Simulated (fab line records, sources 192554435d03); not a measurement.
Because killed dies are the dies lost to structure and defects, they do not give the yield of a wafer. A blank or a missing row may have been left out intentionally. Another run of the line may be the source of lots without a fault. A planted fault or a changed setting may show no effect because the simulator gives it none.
What tool caused it? / flow n5 finfet / 11 lots, 33 wafers sampled, at 5 steps of a route of 1938

## WHAT THE GAUGES READ, wafer by wafer
N5_BEOL_M15_RS_MEAS_54: the measuring method here is four-point-probe. Usual: M15_RS 0.0217 ohm/sq, standard deviation 0.00037.
lot=L825; measured=day 12 12:40; on=film metro-01; M15_RS (ohm/sq)=0.0220 0.0219 0.0216; flag=
lot=L830; measured=day 13 22:37; on=film metro-01; M15_RS (ohm/sq)=0.0219 0.0216 0.0220; flag=
lot=L829; measured=day 13 23:17; on=film metro-02; M15_RS (ohm/sq)=0.0216 0.0220 0.0214; flag=
lot=L832; measured=day 14 05:37; on=film metro-01; M15_RS (ohm/sq)=0.0222 0.0222 0.0218; flag=
lot=L834; measured=day 14 18:43; on=film metro-02; M15_RS (ohm/sq)=0.0214 0.0209 0.0222; flag=
lot=L837; measured=day 14 19:24; on=film metro-01; M15_RS (ohm/sq)=0.0220 0.0218 0.0216; flag=
lot=L836; measured=day 15 06:31; on=film metro-01; M15_RS (ohm/sq)=0.0219 0.0217 0.0217; flag=
lot=L838; measured=day 15 06:45; on=film metro-01; M15_RS (ohm/sq)=0.0221 0.0216 0.0217; flag=
lot=L839; measured=day 15 23:55; on=film metro-01; M15_RS (ohm/sq)=0.0215 0.0216 0.0213; flag=
lot=L840; measured=day 16 15:20; on=film metro-01; M15_RS (ohm/sq)=0.0216 0.0220 0.0209; flag=
lot=L842; measured=day 17 03:40; on=film metro-01; M15_RS (ohm/sq)=0.0219 0.0206 0.0214; flag=

N5_MIM_BOT_LITHO_INSPECT_12: inspects for defects (macro). Usual: 2.1 for raw defect count, sd 1.4.
lot=L825; measured=day 12 17:46; on=defect inspect-02; raw defect count=1 2 2; flag=
lot=L830; measured=day 14 04:59; on=defect inspect-02; raw defect count=2 1 1; flag=
lot=L829; measured=day 14 05:13; on=defect inspect-02; raw defect count=2 3 2; flag=
lot=L832; measured=day 14 10:00; on=defect inspect-01; raw defect count=5 1 1; flag=
lot=L834; measured=day 15 06:20; on=defect inspect-02; raw defect count=2 0 2; flag=
lot=L837; measured=day 15 06:30; on=defect inspect-01; raw defect count=1 4 0; flag=
lot=L836; measured=day 15 12:40; on=defect inspect-01; raw defect count=1 2 4; flag=
lot=L838; measured=day 15 12:55; on=defect inspect-02; raw defect count=3 2 2; flag=
lot=L839; measured=day 16 05:27; on=defect inspect-01; raw defect count=1 1 6; flag=
lot=L840; measured=day 16 20:21; on=defect inspect-02; raw defect count=4 2 6; flag=
lot=L842; measured=day 17 08:08; on=defect inspect-02; raw defect count=1 3 2; flag=

N5_PASSIVATION_OVL_MEAS_60. Usual: TV_OVL 0 nm, standard deviation 5.5.
lot=L825; measured=day 12 21:49; on=overlay-01; TV_OVL (nm)=-3 3 3; flag=
lot=L830; measured=day 14 06:44; on=overlay-01; TV_OVL (nm)=-2 0 0; flag=
lot=L829; measured=day 14 06:46; on=overlay-02; TV_OVL (nm)=0 6 -3; flag=
lot=L832; measured=day 14 11:25; on=overlay-02; TV_OVL (nm)=-4 -8 -2; flag=
lot=L834; measured=day 15 07:49; on=overlay-02; TV_OVL (nm)=-4 -2 -1; flag=
lot=L837; measured=day 15 07:56; on=overlay-02; TV_OVL (nm)=-1 4 -1; flag=
lot=L836; measured=day 15 14:31; on=overlay-01; TV_OVL (nm)=3 1 5; flag=
lot=L838; measured=day 15 14:40; on=overlay-02; TV_OVL (nm)=9 12 6; flag=
lot=L839; measured=day 16 07:05; on=overlay-01; TV_OVL (nm)=3 -1 7; flag=
lot=L840; measured=day 17 00:32; on=overlay-01; TV_OVL (nm)=5 6 8; flag=
lot=L842; measured=day 17 10:44; on=overlay-01; TV_OVL (nm)=-7 5 -6; flag=

N5_PASSIVATION_INSPECT_61: inspects for defects (macro). Usual: 2.1 for raw defect count, sd 1.3.
lot=L825; measured=day 12 21:50; on=defect inspect-02; raw defect count=2 1 3; flag=
lot=L830; measured=day 14 06:46; on=defect inspect-01; raw defect count=2 0 3; flag=
lot=L829; measured=day 14 06:47; on=defect inspect-02; raw defect count=3 2 2; flag=
lot=L832; measured=day 14 11:27; on=defect inspect-01; raw defect count=3 4 2; flag=
lot=L834; measured=day 15 07:51; on=defect inspect-01; raw defect count=2 2 2; flag=
lot=L837; measured=day 15 07:57; on=defect inspect-01; raw defect count=1 3 2; flag=
lot=L836; measured=day 15 14:32; on=defect inspect-02; raw defect count=2 2 3; flag=
lot=L838; measured=day 15 14:42; on=defect inspect-01; raw defect count=54 71 47; flag=OFF
lot=L839; measured=day 16 07:07; on=defect inspect-01; raw defect count=49 60 52; flag=OFF
lot=L840; measured=day 17 00:34; on=defect inspect-02; raw defect count=57 66 59; flag=OFF
lot=L842; measured=day 17 10:45; on=defect inspect-01; raw defect count=2 2 0; flag=

## EACH LOT AND THE TOOL THAT RAN IT (in order: tool; ch and the chambers of the sampled wafers; start)
lot=L825; N5_MIM_BOT_ETCH_STRIP_01=rie diel-05 ch 1,2,3, day 12 18:25
lot=L830; N5_MIM_BOT_ETCH_STRIP_01=rie diel-01 ch 1,2, day 14 05:29
lot=L829; N5_MIM_BOT_ETCH_STRIP_01=rie diel-06 ch 0,2,3, day 14 05:38
lot=L832; N5_MIM_BOT_ETCH_STRIP_01=rie diel-05 ch 0,1,2, day 14 10:26
lot=L834; N5_MIM_BOT_ETCH_STRIP_01=rie diel-06 ch 1,2,3, day 15 06:46
lot=L837; N5_MIM_BOT_ETCH_STRIP_01=rie diel-05 ch 0,2, day 15 06:55
lot=L836; N5_MIM_BOT_ETCH_STRIP_01=rie diel-05 ch 1,3, day 15 13:14
lot=L838; N5_MIM_BOT_ETCH_STRIP_01=rie diel-01 ch 0,2, day 15 13:24
lot=L839; N5_MIM_BOT_ETCH_STRIP_01=rie diel-06 ch 1,2, day 16 05:52
lot=L840; N5_MIM_BOT_ETCH_STRIP_01=rie diel-05 ch 0,2, day 16 20:47
lot=L842; N5_MIM_BOT_ETCH_STRIP_01=rie diel-06 ch 1,2, day 17 08:33
- N5_MIM_BOT_ETCH_STRIP_01: strips in O2.

## AS READ BY THE TOOLS THEMSELVES (means over the sampled wafers that have a number; for cases with no such wafer, the mark the record gives instead)
N5_MIM_BOT_ETCH_STRIP_01. Usual: chamber pressure mTorr 29.99 mTorr, standard deviation 0.078; drypump motor current A 5.7 A, standard deviation 0.54; oes product au 0.82 a.u., standard deviation 0.084; rf vpp V 3.6 V, standard deviation 1.2; showerhead plenum p Torr 2.10 Torr, standard deviation 0.075; throttle valve pct 16.57 %, standard deviation 0.27.
lot=L825; tool=rie diel-05; chamber pressure mTorr (mTorr)=30.04; drypump motor current A (A)=5.8; oes product au (a.u.)=0.86; rf vpp V (V)=1.7; showerhead plenum p Torr (Torr)=2.11; throttle valve pct (%)=16.54; flag=
lot=L830; tool=rie diel-01; chamber pressure mTorr (mTorr)=29.91; drypump motor current A (A)=5.5; oes product au (a.u.)=0.73; rf vpp V (V)=3.3; showerhead plenum p Torr (Torr)=2.08; throttle valve pct (%)=16.51; flag=
lot=L829; tool=rie diel-06; chamber pressure mTorr (mTorr)=29.97; drypump motor current A (A)=5.9; oes product au (a.u.)=0.85; rf vpp V (V)=3.2; showerhead plenum p Torr (Torr)=2.17; throttle valve pct (%)=16.55; flag=
lot=L832; tool=rie diel-05; chamber pressure mTorr (mTorr)=30.03; drypump motor current A (A)=5.8; oes product au (a.u.)=0.87; rf vpp V (V)=2.5; showerhead plenum p Torr (Torr)=2.08; throttle valve pct (%)=16.39; flag=
lot=L834; tool=rie diel-06; chamber pressure mTorr (mTorr)=29.94; drypump motor current A (A)=5.6; oes product au (a.u.)=0.84; rf vpp V (V)=4.7; showerhead plenum p Torr (Torr)=2.15; throttle valve pct (%)=16.66; flag=
lot=L837; tool=rie diel-05; chamber pressure mTorr (mTorr)=29.96; drypump motor current A (A)=5.9; oes product au (a.u.)=0.82; rf vpp V (V)=3.7; showerhead plenum p Torr (Torr)=2.07; throttle valve pct (%)=16.42; flag=
lot=L836; tool=rie diel-05; chamber pressure mTorr (mTorr)=29.99; drypump motor current A (A)=5.9; oes product au (a.u.)=0.92; rf vpp V (V)=3.8; showerhead plenum p Torr (Torr)=2.08; throttle valve pct (%)=16.50; flag=
lot=L838; tool=rie diel-01; chamber pressure mTorr (mTorr)=-; drypump motor current A (A)=-; oes product au (a.u.)=-; rf vpp V (V)=-; showerhead plenum p Torr (Torr)=-; throttle valve pct (%)=-; flag=OFF
lot=L839; tool=rie diel-06; chamber pressure mTorr (mTorr)=-; drypump motor current A (A)=-; oes product au (a.u.)=-; rf vpp V (V)=-; showerhead plenum p Torr (Torr)=-; throttle valve pct (%)=-; flag=OFF
lot=L840; tool=rie diel-05; chamber pressure mTorr (mTorr)=-; drypump motor current A (A)=-; oes product au (a.u.)=-; rf vpp V (V)=-; showerhead plenum p Torr (Torr)=-; throttle valve pct (%)=-; flag=OFF
lot=L842; tool=rie diel-06; chamber pressure mTorr (mTorr)=30.02; drypump motor current A (A)=6.0; oes product au (a.u.)=0.83; rf vpp V (V)=3.6; showerhead plenum p Torr (Torr)=2.14; throttle valve pct (%)=16.64; flag=

## THE ANSWER, worked out from the rows above alone
Rule: take the mean of a lot's wafers that have a number; if it is more than 3 standard deviations from the usual mean, the lot is off. Also off: a lot with no number at a reading for which 4 or more lots have one. The other lots that the step has rows for count as sound. The gauges are gone through in route order, then the tools' own readings, and for those a lot's mean is taken as printed above. At the first step where some lot is off, the reading lying furthest off is the one used; lots without a number count as furthest.
Off at N5_PASSIVATION_INSPECT_61 (raw defect count): L838, L839, L840.
A tool fits if, at a process step before that reading, it ran every lot that is off, and no sound lot after the first of them. Not tried: the gauges at N5_PASSIVATION_INSPECT_61; whatever is off there is also off at N5_MIM_BOT_ETCH_STRIP_01, on other tools, and gauge error can't account for it. Not one of the candidates tried fits.

## WHAT THE SIMULATOR PUT IN
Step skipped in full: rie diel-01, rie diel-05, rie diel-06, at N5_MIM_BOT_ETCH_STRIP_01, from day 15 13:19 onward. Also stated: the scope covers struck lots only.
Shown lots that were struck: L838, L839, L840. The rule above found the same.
